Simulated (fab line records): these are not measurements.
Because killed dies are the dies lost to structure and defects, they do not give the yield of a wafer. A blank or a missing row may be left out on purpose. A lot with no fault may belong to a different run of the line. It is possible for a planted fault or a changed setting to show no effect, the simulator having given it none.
Comparing a struck lot with a sound one	flow n5 finfet	36 steps out of a route of 1938
Sound: these wafers, L398.2, L398.3, L398.6. Struck: wafer L403.5. (L403.1 of the same lot was not struck and is left out.) The cause comes at the end.
Order at every step that has rows: each side's tool, ch and its chambers, its first start. Under that, the readings that differ: sound wafers	struck wafers	difference of the means	sigmas: that difference in standard deviations of wafers without a fault.
alike: words and numbers the same on both sides, and readings whose means are apart by under 2 such deviations; not compared: readings that were withheld, readings missing a value for some wafer, numbers with overlapping values and no deviation given by the record, and bounds like >300 which may hide the same value.
Wherever a step has rows on one side only, a row that says differs or no value, or a row with sigmas, the two part there. Non-overlapping numbers with no deviation appear without sigmas and do not part them. A reading missing from all wafers of one side parts the sides only when that side holds two or more wafers.

first, 8 steps without rows for these wafers: N5_BEOL_M9_SPUTTER_48 (material Cu, target thk 12 nm, time 2 s); N5_BEOL_M9_ECD_50 (material Cu, target thk 318 nm); N5_BEOL_M9_ANNEAL_51 (time 90 s); N5_BEOL_M9_CMP_52 (polishes, stops on SiCOH lowk, t overpolish 7 s, target thk 140 nm); N5_BEOL_M9_PRE_CLEAN_55 (time 15 s); N5_BEOL_M9_DEP_56 (deposits SiCN from 3MS/NH3, target thk 15 nm, time 26.5 s); N5_BEOL_M10_ILD_DEP_00 (deposits SiCOH lowk from DEMS/porogen, target thk 308.51 nm, time 58 s); N5_BEOL_M10_CURE_71 (cures SiCOH lowk, time 240 s).
N5_BEOL_M10_PECVD_70: deposits SiO2 from TEOS/O2, target thk 20 nm, time 22.7 s.
  sound on pecvd-03 ch 0,1,2, day 14 05:53; struck on pecvd-03 ch 1, day 14 23:22
reading	sound	struck	difference	sigmas
model.SiO2_of_BEOL_M10_PECVD_70.thk nm (nm)	20 20.2 20.2	28	+8	
  alike: heater power w, showerhead plenum p Torr, throttle valve pct
then, 24 steps without rows for these wafers: N5_BEOL_M10_HM_DEP_02 (deposits TiN, target thk 20 nm); N5_BEOL_M10_COAT_59 (time 60 s, resist thk 100 nm); N5_BEOL_M10_COAT_60 (time 60 s, resist thk 30 nm); N5_BEOL_M10_COAT_05 (resist thk 90 nm); N5_BEOL_M10_EBR_07; N5_BEOL_M10_SOFTBAKE_06 (time 60 s); N5_BEOL_M10_EXPOSE_08 (exposes mask M10); N5_BEOL_M10_PEB_09 (peb time 60 s); N5_BEOL_M10_DEVELOP_10 (develop time 30 s); N5_BEOL_M10_DESCUM_16 (chemistry O2, time 7.9 s); N5_BEOL_M10_ETCH_61 (etches SiARC in CF4, target depth 39 nm, time 65 s); N5_BEOL_M10_ETCH_62 (etches SOC in N2/H2, target depth 110 nm, overetch 22 nm, time 165 s); N5_BEOL_M10_STRIP_68 (strips in N2/H2); N5_BEOL_M10_STRIP_67 (strips in CF4); N5_BEOL_M10_HM_OPEN_17 (chemistry Cl2/BCl3, target TiN, target depth 20 nm, overetch 6 nm); N5_BEOL_M10_STRIP_19 (strips in O2); N5_BEOL_M10_COAT_63 (time 60 s, resist thk 100 nm); N5_BEOL_M10_COAT_64 (time 60 s, resist thk 30 nm); N5_BEOL_M10_COAT_22 (resist thk 90 nm); N5_BEOL_M10_EBR_24; N5_BEOL_M10_SOFTBAKE_23 (time 60 s); N5_BEOL_M10_EXPOSE_25 (exposes mask V9); N5_BEOL_M10_PEB_26 (peb time 60 s); N5_BEOL_M10_DEVELOP_27 (develop time 30 s).
N5_BEOL_M10_HM_STRIP_39: strips TiN in peroxide tin strip, target depth 25 nm, time 158 s.
  sound on wet bench-02 ch 0,6,7, day 14 11:38; struck on wet bench-02 ch 4, day 15 02:36
reading	sound	struck	difference	sigmas
model.SiO2_of_BEOL_M10_PECVD_70.thk nm (nm)	19.8 20 20	27.8	+7.9	
N5_BEOL_M10_CMP_52: polishes, stops on SiCOH lowk, t overpolish 7 s, target thk 140 nm.
  sound on cmp-01 ch 0,1,2, day 14 13:48; struck on cmp-03 ch 1, day 15 06:22
reading	sound	struck	difference	sigmas
barrier field endpoint s (s)	29.0 29.4 28.4	38.3	+9.4	+13
  alike: motor current A, slurry filter dp kPa
N5_PASSIVATION_PROBE_49:
  record: rows for the struck wafers here (prober-02, day 17 02:04), none for the sound ones

WHERE THEY PART
Last at N5_PASSIVATION_PROBE_49 as far as this record goes, first at N5_BEOL_M10_CMP_52.

WHY: what the simulator had put in
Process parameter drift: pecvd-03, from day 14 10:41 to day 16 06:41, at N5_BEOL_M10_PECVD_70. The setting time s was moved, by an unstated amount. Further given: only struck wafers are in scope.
